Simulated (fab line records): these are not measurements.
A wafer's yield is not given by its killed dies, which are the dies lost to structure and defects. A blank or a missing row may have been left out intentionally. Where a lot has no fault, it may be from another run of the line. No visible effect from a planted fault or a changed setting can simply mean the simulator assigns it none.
Matching of chambers ; flow nand harc ; NHARC_A_M1_DESCUM_14 on rie diel-05 has 4 sister chambers
The step chemistry O2, time 3 s. 4 wafers are shown with their chamber, then 8 later ones without.

WAFERS PAIRED WITH THEIR CHAMBERS
wafer;chamber;showerhead plenum p Torr (Torr)
L228.4;2;1.87
L236.3;0;1.88
L236.5;1;1.97
L237.1;3;2.06

WAFERS WITH NO CHAMBER GIVEN
wafer;showerhead plenum p Torr (Torr)
L237.2;1.89
L237.5;1.89
L240.1;1.88
L240.3;1.87
L240.6;2.06
L243.3;1.88
L243.4;2.06
L243.5;1.87

EACH ONE'S CHAMBER
wafer;from the rows above;in truth
L237.2;can't be placed: 0 or 2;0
L237.5;can't be placed: 0 or 2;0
L240.1;can't be placed: 0 or 2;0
L240.3;can't be placed: 2 or 0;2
L240.6;3;3
L243.3;can't be placed: 0 or 2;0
L243.4;3;3
L243.5;can't be placed: 2 or 0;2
Correctly placed: 2 of 8. Can't be placed from these rows: 6 (the true chamber is among the candidates in 6). 0 placed wrongly.
How it was worked out, from the rows above alone: a wafer's distance from a chamber is the root of the sum, over the readings, of the square of ((its reading less the chamber's mean) divided by the reading's scatter). The wafer belongs to the nearest chamber; if the next one is less than 2 further off, it can't be placed. The mean given for a chamber averages the wafers shown for that chamber. The scatter: with one shown wafer a chamber, the root of the mean of the squares of how far each hidden wafer lies from its nearest shown one.
